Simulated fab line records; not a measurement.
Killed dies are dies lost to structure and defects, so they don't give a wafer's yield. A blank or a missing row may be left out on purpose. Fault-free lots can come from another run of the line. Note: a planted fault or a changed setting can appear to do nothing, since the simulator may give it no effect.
Chamber matching / flow n5Finfet / N5_BEOL_M9_ETCH_66 on rieDiel-05 has 4 sister chambers
The step etches SOC in N2/H2, target depth 80 nm, overetch 16 nm, time 120 s. 14 wafers are shown with their chamber, then 7 later ones without.

WAFERS PAIRED WITH THEIR CHAMBERS
wafer=L079.1; chamber=3; showerheadPlenumPTorr (Torr)=2.65; throttleValvePct (%)=17.7; oesProductAu (a.u.)=0.55
wafer=L079.3; chamber=2; showerheadPlenumPTorr (Torr)=2.64; throttleValvePct (%)=18.5; oesProductAu (a.u.)=0.56
wafer=L079.5; chamber=3; showerheadPlenumPTorr (Torr)=2.65; throttleValvePct (%)=17.7; oesProductAu (a.u.)=0.55
wafer=L082.1; chamber=3; showerheadPlenumPTorr (Torr)=2.65; throttleValvePct (%)=17.8; oesProductAu (a.u.)=0.55
wafer=L082.2; chamber=2; showerheadPlenumPTorr (Torr)=2.64; throttleValvePct (%)=18.5; oesProductAu (a.u.)=0.55
wafer=L082.6; chamber=0; showerheadPlenumPTorr (Torr)=2.40; throttleValvePct (%)=18.1; oesProductAu (a.u.)=0.54
wafer=L084.1; chamber=2; showerheadPlenumPTorr (Torr)=2.64; throttleValvePct (%)=18.5; oesProductAu (a.u.)=0.54
wafer=L084.3; chamber=3; showerheadPlenumPTorr (Torr)=2.65; throttleValvePct (%)=17.8; oesProductAu (a.u.)=0.55
wafer=L084.6; chamber=2; showerheadPlenumPTorr (Torr)=2.64; throttleValvePct (%)=18.6; oesProductAu (a.u.)=0.54
wafer=L086.2; chamber=1; showerheadPlenumPTorr (Torr)=2.57; throttleValvePct (%)=17.9; oesProductAu (a.u.)=0.63
wafer=L086.3; chamber=0; showerheadPlenumPTorr (Torr)=2.40; throttleValvePct (%)=18.1; oesProductAu (a.u.)=0.53
wafer=L086.4; chamber=3; showerheadPlenumPTorr (Torr)=2.65; throttleValvePct (%)=17.8; oesProductAu (a.u.)=0.55
wafer=L087.2; chamber=3; showerheadPlenumPTorr (Torr)=2.64; throttleValvePct (%)=17.8; oesProductAu (a.u.)=0.55
wafer=L087.4; chamber=1; showerheadPlenumPTorr (Torr)=2.57; throttleValvePct (%)=17.9; oesProductAu (a.u.)=0.63

SIGNATURES (means of the wafers above)
reading=showerheadPlenumPTorr; chamber 0=2.4000; chamber 1=2.5700; chamber 2=2.6400; chamber 3=2.6483; scatter within a chamber=0.00289
reading=throttleValvePct; chamber 0=18.100; chamber 1=17.900; chamber 2=18.525; chamber 3=17.767; scatter within a chamber=0.0456
reading=oesProductAu; chamber 0=0.5350; chamber 1=0.6300; chamber 2=0.5475; chamber 3=0.5500; scatter within a chamber=0.0057
Rule: for each reading, subtract the chamber's mean from the wafer's reading, divide by that reading's scatter and square the result; add these up over the readings and take the root, which gives the wafer's distance from the chamber. If the next closest chamber is less than 2 further off than the closest, the wafer can't be placed; otherwise it belongs to the closest. How the scatter is found: for the shown wafers, subtract from each reading the mean of its chamber, square and add these, divide the total by (wafers less chambers), then take the root.

WAFERS WITH NO CHAMBER GIVEN
wafer=L087.6; showerheadPlenumPTorr (Torr)=2.39; throttleValvePct (%)=18.1; oesProductAu (a.u.)=0.53
wafer=L091.2; showerheadPlenumPTorr (Torr)=2.63; throttleValvePct (%)=18.6; oesProductAu (a.u.)=0.53
wafer=L091.3; showerheadPlenumPTorr (Torr)=2.64; throttleValvePct (%)=17.8; oesProductAu (a.u.)=0.55
wafer=L091.4; showerheadPlenumPTorr (Torr)=2.56; throttleValvePct (%)=17.9; oesProductAu (a.u.)=0.62
wafer=L095.1; showerheadPlenumPTorr (Torr)=2.56; throttleValvePct (%)=17.9; oesProductAu (a.u.)=0.60
wafer=L095.3; showerheadPlenumPTorr (Torr)=2.64; throttleValvePct (%)=17.8; oesProductAu (a.u.)=0.54
wafer=L095.4; showerheadPlenumPTorr (Torr)=2.71; throttleValvePct (%)=17.7; oesProductAu (a.u.)=0.72

THE CHAMBER EACH PASSED THROUGH
wafer=L087.6; from the rows above=0; in truth=0
wafer=L091.2; from the rows above=2; in truth=2
wafer=L091.3; from the rows above=3; in truth=3
wafer=L091.4; from the rows above=1; in truth=1
wafer=L095.1; from the rows above=1; in truth=1
wafer=L095.3; from the rows above=3; in truth=3
wafer=L095.4; from the rows above=3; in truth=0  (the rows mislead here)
Correctly placed: 6 of 7. Can't be placed from these rows: 0. Wrongly placed: 1.
